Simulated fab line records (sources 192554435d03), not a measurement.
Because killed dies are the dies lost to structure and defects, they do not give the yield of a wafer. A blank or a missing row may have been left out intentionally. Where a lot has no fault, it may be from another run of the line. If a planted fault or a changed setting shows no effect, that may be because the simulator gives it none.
The same fault as seen by 2 desks	flow n5 finfet	each desk has only its own numbers; what lay behind them comes last

## TOOL OWNER'S DESK, litho track-01
The tool's own readings at N5_BEOL_M2_COAT_61 (time 60 s, resist thk 60 nm): means of the sampled wafers that have a number, for each lot that ran on this tool. Marked OUT: a lot whose mean sits more than 4 standard deviations from the usual mean, which makes it out of limits; the brackets give that distance.
Columns: A = heater power total W at N5_BEOL_M2_COAT_61, usual 500.3 W; B = plate temp C at N5_BEOL_M2_COAT_61, usual 249.98 C; C = resist line temp C at N5_BEOL_M2_COAT_61, usual 22.98 C; D = run length s at N5_BEOL_M2_COAT_61, usual 66.05 s
lot	first seen here	A	B	C	D
L503	day 7 18:25	500.3	250.01	23.12	66.34
L505	day 7 19:54	500.3	250.21	22.97	66.18
L508	day 8 10:22	501.7	250.07	22.84	66.25
L513	day 9 17:44	580.3 (+42) OUT	250.21	23.06	54.36 (-73) OUT
L515	day 10 13:56	541.1 (+21) OUT	249.93	23.00	60.39 (-35) OUT
This desk's verdict: out of limits on L513, L515, starting with L513 at day 9 17:44 (heater power total W at N5_BEOL_M2_COAT_61). Within limits: L503, L505, L508.

## FROM THE METROLOGY DESK
Lot by lot, what the gauges showed, no matter which tool ran the lot: averages of those sampled wafers that carry a number. Marked OUT: a lot whose mean sits more than 4 standard deviations from the usual mean, which makes it out of limits; the brackets give that distance. Readings shown: 7 of its 11, picked as those furthest out on some lot.
Columns: A = M1_THK at N5_BEOL_M1_THK_MEAS_53, usual 40.2 nm; B = DIBL_P at N5_BEOL_M4_RC_MEAS_101, usual 37 mV/V; C = IOFF_N at N5_BEOL_M4_RC_MEAS_101, usual 0.18 nA/um; D = IOFF_P at N5_BEOL_M4_RC_MEAS_101, usual 0.21 nA/um; E = ION_N at N5_BEOL_M4_RC_MEAS_101, usual 674 uA/um; F = ION_P at N5_BEOL_M4_RC_MEAS_101, usual 459 uA/um; G = VT_P at N5_BEOL_M4_RC_MEAS_101, usual -251 mV
lot	first seen here	A	B	C	D	E	F	G
L502	day 6 22:26	39.2	35	0.16	0.21	668	460	-249
L503	day 7 14:44	41.5	38	0.20	0.24	678	461	-248
L505	day 7 18:18	40.7	36	0.18	0.17	656	444	-254
L507	day 8 04:28	42.0	34	0.13	0.19	669	464	-251
L508	day 8 09:01	40.2	34	0.16	0.19	670	455	-252
L510	day 9 07:34	38.4	38	0.19	0.21	674	452	-252
L513	day 9 15:28	41.0	37	0.17	0.22	679	468	-249
L515	day 10 13:20	40.3	39	0.25	0.28	681	461	-247
L520	day 11 12:55	41.0	38	0.22	0.22	672	457	-251
L522	day 12 01:05	37.5	36	0.15	0.17	672	454	-256
L523	day 12 08:48	39.8	37	0.16	0.19	668	455	-253
This desk's verdict: no lot among the 11 shows anything out of limits.

## PUT TOGETHER
The tool owner's desk had the chance to raise an alarm at day 9 17:44 on L513, L515.
Metrology desk: nothing out of limits seen.
The metrology desk has L513, L515 on record, within its limits.
The lots listed all ran N5_BEOL_M2_COAT_61 on litho track-01.

## WHAT HAD BEEN PUT IN BY THE SIMULATOR
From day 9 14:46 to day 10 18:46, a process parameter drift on litho track-01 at N5_BEOL_M2_COAT_61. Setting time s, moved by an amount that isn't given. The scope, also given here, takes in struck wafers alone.
Struck lots among those shown: L513, L515.
Delay in hours, fault start to first out-of-limits reading, by desk: the tool owner's desk at 3.
